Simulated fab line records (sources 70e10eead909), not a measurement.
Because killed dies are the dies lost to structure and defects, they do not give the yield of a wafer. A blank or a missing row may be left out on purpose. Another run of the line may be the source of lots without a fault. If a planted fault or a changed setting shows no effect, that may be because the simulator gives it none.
Shared-tool check ; flow nand-harc ; Sampled: 12 lots, 36 wafers

REASON FOR OPENING
On 2 of the 12 lots, a flag is raised at NHARC_A_SLIT_CD_MEAS_09 on the reading cd-nm. Wafers without a fault read 299.9 nm, standard deviation 0.59.
Rule: a lot is flagged when every wafer of it that has a number lies more than 4 standard deviations from that mean, or none has a number. The other lots count as sound.

lot;measured;on;cd-nm (nm), wafer by wafer;flag
L656;day 14 13:23;cd-sem-03;299.0 299.4 299.9;
L655;day 14 23:16;cd-sem-02;299.5 300.6 300.5;
L661;day 15 08:28;cd-sem-01;299.9 300.1 299.1;
L660;day 15 09:04;cd-sem-02;299.4 299.0 299.0;
L662;day 16 02:34;cd-sem-01;298.6 300.8 300.3;
L663;day 16 16:38;cd-sem-01;299.4 300.1 301.0;
L666;day 17 10:32;cd-sem-01;286.1 285.1 284.1;FLAGGED
L664;day 17 11:26;cd-sem-02;299.3 299.8 300.9;
L671;day 18 08:38;cd-sem-03;287.0 287.3 287.5;FLAGGED
L675;day 19 06:56;cd-sem-03;299.3 301.1 300.6;
L676;day 19 07:05;cd-sem-01;300.0 300.7 299.7;
L677;day 19 18:33;cd-sem-02;299.1 300.0 299.6;
The numbers of the flagged lots are 286.2 nm on average: -13.7 nm against the usual, or -23 standard deviations.

TOOL THAT RAN EACH LOT
Before the reading, the record contains 2 process steps out of a 1159-step route. Cell contents, in order: the tool; ch with the chambers the sampled wafers went through; the start.
lot;flag;NHARC_A_SGD_CUT_ETCH_59;NHARC_A_SLIT_EXPOSE_06
L656;;rie-diel-08 ch 1,2,3, day 14 13:15 or earlier;arfi-scanner-01 ch 0, day 14 13:15
L655;;rie-diel-08 ch 2,3, day 14 23:07 or earlier;arfi-scanner-01 ch 0, day 14 23:07
L661;;rie-diel-04 ch 0,1,3, day 15 08:20 or earlier;arfi-scanner-03 ch 0, day 15 08:20
L660;;rie-diel-08 ch 1,2,3, day 15 08:55 or earlier;arfi-scanner-01 ch 0, day 15 08:55
L662;;rie-diel-02 ch 1,2, day 16 02:25 or earlier;arfi-scanner-02 ch 0, day 16 02:25
L663;;rie-diel-04 ch 0,2,3, day 16 16:29 or earlier;arfi-scanner-03 ch 0, day 16 16:29
L666;FLAGGED;rie-diel-02 ch 0,2,3, day 17 10:24 or earlier;arfi-scanner-03 ch 0, day 17 10:24
L664;;rie-diel-04 ch 1,2, day 17 11:17 or earlier;arfi-scanner-02 ch 0, day 17 11:17
L671;FLAGGED;rie-diel-02 ch 0,1,2, day 18 08:30 or earlier;arfi-scanner-03 ch 0, day 18 08:30
L675;;rie-diel-08 ch 1,2, day 19 06:47 or earlier;arfi-scanner-01 ch 0, day 19 06:47
L676;;rie-diel-04 ch 0,2, day 19 06:57 or earlier;arfi-scanner-02 ch 0, day 19 06:57
L677;;rie-diel-02 ch 0,2,3, day 19 18:25 or earlier;arfi-scanner-02 ch 0, day 19 18:25
What is done by these steps:
- NHARC_A_SGD_CUT_ETCH_59: etches the open film in N2/H2, target depth 260 nm, time 406.25 s.
- NHARC_A_SLIT_EXPOSE_06: exposes mask SLIT.
- NHARC_A_SLIT_CD_MEAS_09: target cd 300 nm.

FLAGGED AGAINST TOTAL, ONE TOOL AT A TIME (gauges that did the reading follow at the end)
step;tool;lots run;flagged;share of the flagged lots;sound lots run after its first flagged lot
NHARC_A_SGD_CUT_ETCH_59;rie-diel-02;4;2;all;1 (L677)
NHARC_A_SGD_CUT_ETCH_59;rie-diel-04;4;0;none;-
NHARC_A_SGD_CUT_ETCH_59;rie-diel-08;4;0;none;-
NHARC_A_SLIT_EXPOSE_06;arfi-scanner-01;4;0;none;-
NHARC_A_SLIT_EXPOSE_06;arfi-scanner-02;4;0;none;-
NHARC_A_SLIT_EXPOSE_06;arfi-scanner-03;4;2;all;0
NHARC_A_SLIT_CD_MEAS_09;cd-sem-01;5;1;some;1 (L676)
NHARC_A_SLIT_CD_MEAS_09;cd-sem-02;4;0;none;-
NHARC_A_SLIT_CD_MEAS_09;cd-sem-03;3;1;some;1 (L675)
With no start given for some of its lots, NHARC_A_SGD_CUT_ETCH_59 uses the hours and lot order of NHARC_A_SLIT_EXPOSE_06.

WHAT IS ALLOWED BY THE TABLE
Table rows that saw every flagged lot: 2, namely rie-diel-02 at NHARC_A_SGD_CUT_ETCH_59 and arfi-scanner-03 at NHARC_A_SLIT_EXPOSE_06.
- rie-diel-02 at NHARC_A_SGD_CUT_ETCH_59 ran 4 lots, 2 of them flagged. Lots that were sound ran on it after the first flagged one (L677); a persistent fault on the entire tool would not allow that.
- arfi-scanner-03 at NHARC_A_SLIT_EXPOSE_06 ran 4 lots, 2 of them flagged. Last sound lot L663 at day 16 16:29, first flagged lot L666 at day 17 10:24; a fault beginning in between fits. Its own readings lie more than 4 standard deviations out on every wafer of the flagged lots: exposure-dose-mJ-cm2.
One tool is left: arfi-scanner-03 at NHARC_A_SLIT_EXPOSE_06.

WHAT THE SIMULATOR HAD PUT IN
Process parameter drift: arfi-scanner-03, from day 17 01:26 on, at NHARC_A_SLIT_EXPOSE_06. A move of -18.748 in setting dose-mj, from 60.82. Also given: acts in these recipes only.
Shown lots that were struck: L666, L671. The same result came from the rule above.
